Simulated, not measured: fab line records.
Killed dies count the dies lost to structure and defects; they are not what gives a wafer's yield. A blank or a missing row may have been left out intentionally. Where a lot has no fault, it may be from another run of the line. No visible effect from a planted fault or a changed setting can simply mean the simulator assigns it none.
Lot-split experiment :: flow n5 finfet :: 21 wafers read across 7 lots, on a route 1938 steps long

## ABOUT THE SPLIT
At N5_BEOL_M6_ILD_DEP_00 (deposits SiCOH lowk from DEMS/porogen, target thk 179.75 nm, time 33.4 s), the setting time s was moved away from the recipe's 33.4 s on 6 of the 21 wafers read, by -9.3% to +11.9%. All remaining wafers had this setting at the recipe value.

## FROM THE SPLIT ON TO THE READING: in between, the file shows 1 step
- N5_BEOL_M6_CURE_74: cures SiCOH lowk, time 240 s

## THE READING
M6_ILD_THK at N5_BEOL_M6_THK_MEAS_01, in nm. A value of 155.3 nm with a standard deviation of 2 nm is what fault-free wafers of this fab line usually give.

wafer: L076.1
tool, chamber at the split: pecvd-03, 1
time s as run, s: 35.4
against the recipe: +6.0%
M6_ILD_THK, nm: 165.2
against lot-mates on the recipe: +9.9

wafer: L076.2
tool, chamber at the split: pecvd-03, 2
time s as run, s: 33.4
against the recipe: recipe
M6_ILD_THK, nm: 154.3
against lot-mates on the recipe: -

wafer: L076.5
tool, chamber at the split: pecvd-03, 1
time s as run, s: 33.4
against the recipe: recipe
M6_ILD_THK, nm: 156.3
against lot-mates on the recipe: -

wafer: L078.1
tool, chamber at the split: pecvd-04, 2
time s as run, s: 30.31
against the recipe: -9.3%
M6_ILD_THK, nm: 138.9
against lot-mates on the recipe: -15.3

wafer: L078.3
tool, chamber at the split: pecvd-04, 0
time s as run, s: 33.4
against the recipe: recipe
M6_ILD_THK, nm: 152.6
against lot-mates on the recipe: -

wafer: L078.6
tool, chamber at the split: pecvd-04, 2
time s as run, s: 33.4
against the recipe: recipe
M6_ILD_THK, nm: 155.9
against lot-mates on the recipe: -

wafer: L081.1
tool, chamber at the split: pecvd-04, 2
time s as run, s: 33.4
against the recipe: recipe
M6_ILD_THK, nm: 152.6
against lot-mates on the recipe: -

wafer: L081.4
tool, chamber at the split: pecvd-04, 2
time s as run, s: 33.4
against the recipe: recipe
M6_ILD_THK, nm: 155.7
against lot-mates on the recipe: -

wafer: L081.5
tool, chamber at the split: pecvd-04, 1
time s as run, s: 33.4
against the recipe: recipe
M6_ILD_THK, nm: 154.8
against lot-mates on the recipe: -

wafer: L086.1
tool, chamber at the split: pecvd-04, 2
time s as run, s: 33.4
against the recipe: recipe
M6_ILD_THK, nm: 153.1
against lot-mates on the recipe: -

wafer: L086.3
tool, chamber at the split: pecvd-04, 0
time s as run, s: 33.4
against the recipe: recipe
M6_ILD_THK, nm: 152.7
against lot-mates on the recipe: -

wafer: L086.6
tool, chamber at the split: pecvd-04, 2
time s as run, s: 33.4
against the recipe: recipe
M6_ILD_THK, nm: 154.5
against lot-mates on the recipe: -

wafer: L093.1
tool, chamber at the split: pecvd-03, 0
time s as run, s: 33.4
against the recipe: recipe
M6_ILD_THK, nm: 154.9
against lot-mates on the recipe: -

wafer: L093.5
tool, chamber at the split: pecvd-03, 0
time s as run, s: 33.4
against the recipe: recipe
M6_ILD_THK, nm: 156.4
against lot-mates on the recipe: -

wafer: L093.6
tool, chamber at the split: pecvd-03, 2
time s as run, s: 33.4
against the recipe: recipe
M6_ILD_THK, nm: 160.2
against lot-mates on the recipe: -

wafer: L094.1
tool, chamber at the split: pecvd-03, 0
time s as run, s: 36.51
against the recipe: +9.3%
M6_ILD_THK, nm: 169.0
against lot-mates on the recipe: no lot-mate on the recipe

wafer: L094.2
tool, chamber at the split: pecvd-03, 2
time s as run, s: 36.51
against the recipe: +9.3%
M6_ILD_THK, nm: 169.9
against lot-mates on the recipe: no lot-mate on the recipe

wafer: L094.6
tool, chamber at the split: pecvd-03, 0
time s as run, s: 36.51
against the recipe: +9.3%
M6_ILD_THK, nm: 170.9
against lot-mates on the recipe: no lot-mate on the recipe

wafer: L095.2
tool, chamber at the split: pecvd-02, 2
time s as run, s: 37.38
against the recipe: +11.9%
M6_ILD_THK, nm: 171.6
against lot-mates on the recipe: +16.2

wafer: L095.3
tool, chamber at the split: pecvd-02, 0
time s as run, s: 33.4
against the recipe: recipe
M6_ILD_THK, nm: 153.3
against lot-mates on the recipe: -

wafer: L095.4
tool, chamber at the split: pecvd-02, 1
time s as run, s: 33.4
against the recipe: recipe
M6_ILD_THK, nm: 157.6
against lot-mates on the recipe: -

FIT RESULTS
A straight line over all 21 wafers: M6_ILD_THK changes by +1.58 nm for each +1% of time s; r = +0.97; the points scatter about the line by 1.9 nm.
The same after taking each lot's own level away (the mean of its wafers on the recipe; 18 wafers): +1.5 nm for each +1%; r = +0.96; scatter 1.7 nm.
The reading moves by 18 nm for the largest change in time s, on that fit.
The lots' own levels span 153.43 to 157.17 nm, that is 1.9 times the standard deviation above.
Consequently the slope shifts little with the lot-to-lot level, the two slopes agreeing.
Check: with one of the wafers moved furthest among these (+11.9%) left out of the fit, the line predicts +19.7 nm for it against its lot-mates. It came out at +16.2 nm against them.

## OTHER SPLITS APPLIED TO THESE WAFERS
These wafers also went through other splits before the reading. Each is held against what the fit with the lots' levels taken away leaves over:
other split on the same wafers: N5_BEOL_M3_TRENCH_ETCH_37 time s
wafers away from the commonest value: 7
r with M6_ILD_THK (lot level and that fit taken away): +0.31

other split on the same wafers: N5_BEOL_M3_ETCH_41 target depth a
wafers away from the commonest value: 10
r with M6_ILD_THK (lot level and that fit taken away): +0.36

other split on the same wafers: N5_BEOL_M4_EXPOSE_25 dose mj
wafers away from the commonest value: 8
r with M6_ILD_THK (lot level and that fit taken away): +0.20

other split on the same wafers: N5_BEOL_M4_DESCUM_33 time s
wafers away from the commonest value: 10
r with M6_ILD_THK (lot level and that fit taken away): +0.12

other split on the same wafers: N5_BEOL_M5_DESCUM_16 time s
wafers away from the commonest value: 9
r with M6_ILD_THK (lot level and that fit taken away): +0.09

## THE WHOLE CHAIN: every reading that the file lists as answering this split, in the file's order
step: N5_BEOL_M6_ILD_DEP_00
what it does: deposits SiCOH lowk from DEMS/porogen, target thk 179.75 nm, time 33.4 s
reading: SiCOH_lowk_of_BEOL_M6_ILD_DEP_00.thk nm (the simulator's own value, which no gauge read)
change (the file's fit): +1.71 nm for each +1% of the setting
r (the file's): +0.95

step: N5_BEOL_M6_CURE_74
what it does: cures SiCOH lowk, time 240 s
reading: SiCOH_lowk_of_BEOL_M6_ILD_DEP_00.thk nm (the simulator's own value, which no gauge read)
change (the file's fit): +1.49 nm for each +1% of the setting
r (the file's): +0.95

step: N5_BEOL_M6_THK_MEAS_01
what it does: 
reading: M6_ILD_THK
change (the file's fit): +1.49 for each +1% of the setting
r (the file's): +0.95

## FILE'S OWN FIT
M6_ILD_THK changes by +1.49 nm for each +1% of time s, r = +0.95.
